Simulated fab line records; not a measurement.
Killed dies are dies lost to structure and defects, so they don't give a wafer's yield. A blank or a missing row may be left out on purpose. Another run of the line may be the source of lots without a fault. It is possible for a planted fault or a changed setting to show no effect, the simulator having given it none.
Which tool is to blame? -- flow n5Finfet -- 33 wafers from 11 lots sampled at 4 of the route's 1938 steps

WHAT EACH GAUGE READ, for each wafer
N5_BEOL_M8_RS_MEAS_57: measures by four-point-probe.
lot,measured,on,M8_RS (ohm/sq)
L662,day 10 03:41,filmMetro-01,0.286 0.287 0.298
L663,day 10 05:11,filmMetro-01,0.288 0.290 0.286
L665,day 10 11:31,filmMetro-02,0.295 0.295 0.299
L666,day 10 23:55,filmMetro-02,0.293 0.276 0.287
L673,day 13 13:28,filmMetro-02,0.286 0.279 0.278
L675,day 14 01:31,filmMetro-02,0.286 0.286 0.282
L680,day 14 11:01,filmMetro-02,0.288 0.281 0.286
L676,day 14 12:22,filmMetro-02,0.286 0.287 0.280
L678,day 15 00:11,filmMetro-02,0.295 0.293 0.282
L679,day 15 01:35,filmMetro-01,0.286 0.289 0.279
L681,day 15 10:34,filmMetro-01,0.292 0.293 0.289

EACH LOT AND THE TOOL THAT RAN IT (in order: tool; ch and the chambers of the sampled wafers; start)
lot,N5_BEOL_M8_SPUTTER_48,N5_BEOL_M8_CMP_52,N5_BEOL_M8_DEP_56
L662,"pvdSputter-03, day 10 02:06","cmp-02 ch 1,3, day 10 03:16","pecvd-02 ch 0,1, day 10 03:36"
L663,"pvdSputter-01, day 10 03:58","cmp-01 ch 0,2,3, day 10 04:46","pecvd-02 ch 1, day 10 05:06"
L665,"pvdSputter-03, day 10 10:26","cmp-02 ch 0,1,3, day 10 11:05","pecvd-04 ch 1,2, day 10 11:26"
L666,"pvdSputter-01, day 10 21:59","cmp-02 ch 1,2, day 10 23:17","pecvd-04 ch 0,1, day 10 23:38"
L673,"pvdSputter-03, day 13 12:15","cmp-03 ch 0,2,3, day 13 12:53","pecvd-02 ch 1,2, day 13 13:10"
L675,"pvdSputter-03, day 14 00:23","cmp-02 ch 0,2, day 14 00:53","pecvd-01 ch 0,1,2, day 14 01:15"
L680,"pvdSputter-02, day 14 10:02","cmp-01 ch 0,1,2, day 14 10:34","pecvd-04 ch 0,2, day 14 10:56"
L676,"pvdSputter-03, day 14 11:25","cmp-01 ch 0,2,3, day 14 11:56","pecvd-02 ch 0,2, day 14 12:17"
L678,"pvdSputter-03, day 14 22:53","cmp-02 ch 0,2,3, day 14 23:47","pecvd-02 ch 0,1,2, day 15 00:07"
L679,"pvdSputter-03, day 15 00:38","cmp-02 ch 0,1, day 15 01:09","pecvd-01 ch 0,2, day 15 01:31"
L681,"pvdSputter-03, day 15 08:31","cmp-03 ch 1,3, day 15 10:10","pecvd-01 ch 0,2, day 15 10:29"
- N5_BEOL_M8_SPUTTER_48: material Cu, target thk 10 nm, time 1.667 s.
- N5_BEOL_M8_CMP_52: polishes, stops on SiCOH lowk, t overpolish 6.9 s, target thk 80 nm.
- N5_BEOL_M8_DEP_56: deposits SiCN from 3MS/NH3, target thk 10 nm, time 17.5 s.

THE ANSWER, worked out from the rows above alone
Rule: the usual values come from the lots themselves. Put in order of their means at a reading, lots are off if they are a third of the lots or fewer, leave a main group of 4 or more, and stand apart from it by a gap of 3 or more times the standard deviation of the main group's means; of several such gaps the widest counts. If all means in a main group match to the digits the tables above print for the reading, that group is not used. Also off: a lot with no number at a reading for which 4 or more lots have one. The other lots that the step has rows for count as sound.
Nothing can be told from this: no lot is off at any reading shown.

WHAT WAS PUT IN BY THE SIMULATOR
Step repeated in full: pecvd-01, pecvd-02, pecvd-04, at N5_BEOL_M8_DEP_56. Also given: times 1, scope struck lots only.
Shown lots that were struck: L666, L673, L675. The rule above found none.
